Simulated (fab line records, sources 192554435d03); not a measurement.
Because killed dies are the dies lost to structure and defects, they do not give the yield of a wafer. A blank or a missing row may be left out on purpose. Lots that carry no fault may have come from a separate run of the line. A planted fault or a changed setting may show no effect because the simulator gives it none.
Which tool did it? ; flow n5Finfet ; 69 wafers from 23 lots sampled at 2 of the route's 1938 steps

## WHAT THE GAUGES SHOWED, per wafer
N5_BEOL_M4_RS_MEAS_58: measures by four-point-probe.
lot;measured;on;M4_RS (ohm/sq)
L074;day 7 23:08;filmMetro-02;0.69 0.67 0.65
L076;day 8 02:08;filmMetro-02;0.64 0.69 0.68
L077;day 8 17:25;filmMetro-02;0.66 0.60 0.66
L078;day 8 17:50;filmMetro-02;0.71 0.64 0.68
L079;day 9 00:44;filmMetro-01;0.66 0.67 0.70
L080;day 9 10:26;filmMetro-02;0.69 0.73 0.70
L081;day 9 18:39;filmMetro-01;0.67 0.64 0.63
L082;day 9 20:29;filmMetro-01;0.63 0.63 0.62
L084;day 10 01:05;filmMetro-02;0.67 0.63 0.67
L083;day 10 02:56;filmMetro-02;0.69 0.70 0.72
L085;day 10 11:25;filmMetro-01;0.63 0.66 0.63
L087;day 11 09:33;filmMetro-02;0.65 0.65 0.64
L086;day 11 11:43;filmMetro-01;0.69 0.74 0.67
L088;day 11 15:12;filmMetro-02;0.64 0.68 0.65
L089;day 12 11:02;filmMetro-02;0.71 0.70 0.73
L093;day 12 12:40;filmMetro-01;0.67 0.66 0.64
L090;day 12 12:46;filmMetro-01;0.63 0.65 0.62
L091;day 12 15:34;filmMetro-02;0.70 0.66 0.68
L092;day 12 17:11;filmMetro-02;0.69 0.72 0.69
L095;day 13 14:31;filmMetro-02;0.68 0.68 0.71
L094;day 13 19:30;filmMetro-02;0.74 0.70 0.73
L097;day 14 00:58;filmMetro-02;0.71 0.73 0.73
L096;day 14 08:31;filmMetro-02;0.71 0.67 0.64

N5_BEOL_M4_INSPECT_59: inspects for defects (darkfield).
lot;measured;on;rawDefectCount
L074;day 7 23:10;defectInspect-01;74 94 66
L076;day 8 02:10;defectInspect-02;74 85 91
L077;day 8 17:27;defectInspect-02;79 53 65
L078;day 8 17:52;defectInspect-02;125 79 75
L079;day 9 00:46;defectInspect-01;70 38 61
L080;day 9 10:28;defectInspect-02;87 63 93
L081;day 9 18:41;defectInspect-01;74 86 109
L082;day 9 20:31;defectInspect-02;60 76 62
L084;day 10 01:07;defectInspect-01;55 88 107
L083;day 10 02:58;defectInspect-01;118 156 75
L085;day 10 11:26;defectInspect-01;83 154 86
L087;day 11 09:35;defectInspect-01;71 49 73
L086;day 11 11:44;defectInspect-01;130 82 89
L088;day 11 15:13;defectInspect-01;77 69 40
L089;day 12 11:04;defectInspect-02;87 78 83
L093;day 12 12:41;defectInspect-01;110 121 137
L090;day 12 12:47;defectInspect-01;105 94 70
L091;day 12 15:35;defectInspect-02;74 84 119
L092;day 12 17:13;defectInspect-01;70 74 68
L095;day 13 14:33;defectInspect-02;86 100 69
L094;day 13 19:32;defectInspect-02;76 79 80
L097;day 14 00:59;defectInspect-01;91 94 158
L096;day 14 08:33;defectInspect-01;68 88 125

## WHICH TOOL RAN EACH LOT (tool, then ch and the chambers of the sampled wafers, then the start)
The record shows no process step preceding these readings.

## AS READ BY THE TOOLS THEMSELVES (means over the sampled wafers that have a number; for cases with no such wafer, the mark the record gives instead)
The record holds no such reading with a usual standard deviation.

## THE ANSWER, worked out from the rows above alone
Rule: the lots themselves supply what counts as usual. The widest of any qualifying gaps counts: lots, ordered by their means at a reading, are off when they make up no more than a third of the lots, leave a main group of 4 or more, and stand apart from it by 3 or more times the standard deviation of that group's means. A main group whose means are all the same, to the digits that the tables above print for the reading, isn't used. Also off: a lot with no number at a reading for which 4 or more lots have one. All remaining lots with rows at the step are treated as sound. The gauges are gone through in route order, then the tools' own readings, and for those a lot's mean is taken as printed above. At the first step where some lot is off, the reading lying furthest off is the one used; lots without a number count as furthest.
Nothing can be told from this: no lot is off at any reading shown.

## WHAT THE SIMULATOR HAD PUT IN
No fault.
